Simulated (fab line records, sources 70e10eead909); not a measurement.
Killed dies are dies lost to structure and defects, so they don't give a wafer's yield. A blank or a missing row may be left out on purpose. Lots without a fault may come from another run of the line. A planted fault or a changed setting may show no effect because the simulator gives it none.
fab line records | flow nand_harc
record lots=14 wafers=41 last_day=24
route steps=1159 shown A_ZERO_WELL@401 A_SOURCE_PLATE@416 A_ONON_D1@432
lots that met no fault: from a run of the same line without faults
start_h: hours from the record's first day to the start of the lot's first wafer shown | wait_h: hours since the lot's step before | " the same as in the row above | L1.1+2: a row that stands for several wafers | - no value, or no start given | * or withheld: withheld | < > ~ a bound
route shown NAME@n: a module of which the file shows steps, and the number in the route of the first | usual: mean/standard deviation of fault-free wafers | same: alike in all rows | chamber/n: place in a boat | sites: the reading at each site | _std_site: their standard deviation | _edge_site: outer sites' mean less inner sites' | radius_mm: how far each site lies from the wafer's centre | mask NAME#n: copy n | behind: the tool/chamber that last shaped the wafer | hold: why the lot was held/for how many hours/how that ended | device: the transistor (n, p or np) that didn't switch | end of line: the same wafers' tests at the end of the route | a step without rows: its recipe alone | killed: dies lost to structure and defects at the first sort, not the wafer's yield | map: a wafer's dies, x killed, . not, _ none there
set.NAME: the setting as run; set.NAME@STEP: as run at that earlier step | model.NAME: the simulator's own value behind a step, which no gauge read
steps of the route over a sample of lots; a table a step, a row a wafer
services: from which hour (start_h, from the record's first day; less than 0 if before it) a tool's chamber was out of use, for how many hours, and why
## steps
# step NHARC_A_ZERO_WELL_CD_MEAS_10
# recipe target_cd_nm=2000 landing_energy_ev=500
# usual cd_nm=2000.0/1.5
# columns lot.wafer tool chamber start_h wait_h cd_nm
L438.2 cd_sem-02 0 134.73 - 2001.9
L438.4 " 0 " " 2000.5
L438.5 " 0 " " 2000.7
L440.2 cd_sem-01 0 148.62 - 2003.8
L440.4 " 0 " " 2001.5
L440.5 " 0 " " 1998.9
L442.3 cd_sem-02 0 150.80 - 2003.3
L442.4 " 0 " " 2004.0
L442.5 " 0 " " 2002.3
L441.1 cd_sem-03 0 151.58 - 2000.1
L441.2 " 0 " " 1999.5
L441.4 " 0 " " 2001.1
L444.3 cd_sem-02 0 171.97 - 1997.8
L444.4 " 0 " " 1997.5
L444.5 " 0 " " 1998.0
L445.2 cd_sem-01 0 176.74 - 1999.2
L445.3 " 0 " " 2000.0
L445.6 " 0 " " 1998.8
L448.1 cd_sem-03 0 202.10 - 1998.2
L448.3 " 0 " " 1998.5
L448.6 " 0 " " 1999.4
L449.3 cd_sem-02 0 208.15 - 1998.4
L449.4 " 0 " " 1998.3
L449.5 " 0 " " 2000.6
L450.2 cd_sem-02 0 209.69 - 1998.9
L450.4 " 0 " " 1999.7
L456.1 cd_sem-03 0 241.42 - 1999.4
L456.3 " 0 " " 1999.1
L456.5 " 0 " " 1999.2
L457.1 cd_sem-03 0 246.83 - 2001.7
L457.2 " 0 " " 2001.3
L457.6 " 0 " " 2000.2
L458.1 cd_sem-03 0 255.52 - 1998.2
L458.5 " 0 " " 2001.0
L458.6 " 0 " " 2001.2
L460.2 cd_sem-03 0 262.04 - 2000.7
L460.4 " 0 " " 2000.8
L460.6 " 0 " " 2001.0
L461.1 cd_sem-03 0 266.45 - 1999.8
L461.2 " 0 " " 2000.3
L461.4 " 0 " " 1998.3
# step NHARC_A_SOURCE_PLATE_THK_MEAS_09
# recipe thk_meas_gauge=ellipsometry
# usual thk_nm=9.7/0.99
# columns lot.wafer tool chamber start_h wait_h thk_nm
L438.2 film_metro-01 - 141.64 0.4 8.5
L438.4 " - " " 8.7
L438.5 " - " " 8.8
L440.2 film_metro-02 - 158.51 0.4 10.2
L440.4 " - " " 10.5
L440.5 " - " " 8.7
L442.3 film_metro-01 - 158.51 0.4 10.3
L442.4 " - " " 10.0
L442.5 " - " " 10.4
L441.1 film_metro-02 - 158.52 0.4 9.4
L441.2 " - " " 9.9
L441.4 " - " " 11.2
L444.3 film_metro-01 - 183.73 0.4 11.0
L444.4 " - " " 9.9
L444.5 " - " " 11.5
L445.2 film_metro-02 - 183.73 0.4 9.8
L445.3 " - " " 9.0
L445.6 " - " " 10.6
L448.1 film_metro-02 - 211.74 0.4 9.4
L448.3 " - " " 9.6
L448.6 " - " " 9.3
L449.3 film_metro-01 - 219.05 0.4 9.7
L449.4 " - " " 10.0
L449.5 " - " " 9.4
L450.2 film_metro-02 - 219.05 0.4 7.9
L450.4 " - " " 9.9
L456.1 film_metro-01 - 250.13 0.4 9.5
L456.3 " - " " 9.5
L456.5 " - " " 9.5
L457.1 film_metro-02 - 253.53 0.4 10.9
L457.2 " - " " 8.7
L457.6 " - " " 10.7
L458.1 film_metro-01 - 265.52 0.4 7.7
L458.5 " - " " 9.9
L458.6 " - " " 10.4
L460.2 film_metro-01 - 271.11 0.4 11.5
L460.4 " - " " 9.4
L460.6 " - " " 10.5
L461.1 film_metro-01 - 275.37 0.4 9.4
L461.2 " - " " 9.9
L461.4 " - " " 9.2
# step NHARC_A_ONON_D1_DEP_12
# recipe target_thk_a=10000 n2_flow_sccm=2750 n2o_flow_sccm=2000 nh3_flow_sccm=500 sih4_flow_sccm=210 temp_c=400
# columns lot.wafer tool chamber start_h wait_h
L438.2+4+5 pecvd_onon-04 0 158.04 0.1
L440.2+4+5 pecvd_onon-01 0 174.05 0.1
L441.1+2+4 pecvd_onon-04 0 174.09 0.1
L442.3+4+5 pecvd_onon-03 0 174.13 0.2
L444.3+4+5 pecvd_onon-04 0 199.28 0.2
L445.2+3+6 pecvd_onon-03 0 199.43 0.1
L448.1+3+6 pecvd_onon-03 0 227.34 0.1
L450.2+4 pecvd_onon-03 0 236.18 0.1
L449.3+4+5 pecvd_onon-04 0 236.24 0.2
L457.1+2+6 pecvd_onon-04 0 266.73 0.1
L456.1+3+5 pecvd_onon-01 0 266.87 0.1
L458.1+5+6 pecvd_onon-01 0 281.06 0.1
L460.2+4+6 pecvd_onon-03 0 286.94 0.1
L461.1+2+4 pecvd_onon-03 0 290.81 0.1
# step NHARC_A_ONON_D1_THK_MEAS_14
# recipe thk_meas_gauge=ellipsometry
# usual thk_nm=1000/8.8
# columns lot.wafer tool chamber start_h wait_h thk_nm
L438.2 film_metro-01 - 158.52 - 994
L438.4 " - " " 994
L438.5 " - " " 995
L440.2 film_metro-01 - 174.51 - 985
L440.4 " - " " 985
L440.5 " - " " 984
L442.3 film_metro-02 - 174.52 - 991
L442.4 " - " " 991
L442.5 " - " " 990
L441.1 film_metro-01 - 174.60 - 1002
L441.2 " - " " 1002
L441.4 " - " " 1002
L444.3 film_metro-02 - 199.67 - 996
L444.4 " - " " 998
L444.5 " - " " 996
L445.2 film_metro-01 - 199.88 - 984
L445.3 " - " " 983
L445.6 " - " " 983
L448.1 film_metro-01 - 227.85 - 667
L448.3 " - " " 1009
L448.6 " - " " 1009
L450.2 film_metro-01 - 236.63 - 655
L450.4 " - " " 994
L449.3 film_metro-02 - 236.64 - 1007
L449.4 " - " " 1007
L449.5 " - " " 1008
L457.1 film_metro-02 - 267.24 - 1008
L457.2 " - " " 1010
L457.6 " - " " 1010
L456.1 film_metro-02 - 267.38 - 989
L456.3 " - " " 991
L456.5 " - " " 992
L458.1 film_metro-01 - 281.57 - 1015
L458.5 " - " " 1017
L458.6 " - " " 1016
L460.2 film_metro-01 - 287.39 - 1013
L460.4 " - " " 1013
L460.6 " - " " 1012
L461.1 film_metro-02 - 291.32 - 992
L461.2 " - " " 993
L461.4 " - " " 994
## services
# columns tool chamber start_h hours kind
pecvd_onon-03 - 153.00 13.0 pm
pecvd_onon-01 - 195.00 13.0 pm
pecvd_onon-04 - 237.16 13.0 pm
## key
first_sign step=NHARC_A_ONON_D1_THK_MEAS_14 reading=thk_nm direction=down sigmas=38 usual=1000 struck=661
effect none on later readings
met_at NHARC_A_ONON_D1_DEP_12
struck_lots L448,L450
struck_wafers L448.1,L450.2
later_rows_left_out L448.1,L450.2
sort_left_out L448.1,L450.2
tester_left_out L448,L450
not_acting_at NHARC_A_ZERO_WELL_CD_MEAS_10,NHARC_A_SOURCE_PLATE_THK_MEAS_09
onset_between 199.43 227.34
fault kind=process_parameter_drift tool=pecvd_onon-03 chamber=- onset_h=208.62 steps=NHARC_A_ONON_D1_DEP_12 channel=target_thk_a offset=* shape=step end_h=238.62 scope=struck_wafers_only acts_in=* stated=*
# tester_left_out: of these lots the tester's yield and bins aren't shown, on N5 and GAA mostly nor the transistor test; their killed dies are dies lost to structure and defects alone, not to doping, threshold or leakage, so they don't give the yield
# sort_left_out: the simulated sort isn't trusted on such a fault, so these wafers' sort isn't shown, and their yield isn't known
# later_rows_left_out: the simulator's readings of these wafers behind a module that went badly wrong aren't trusted and aren't shown, but for the sort
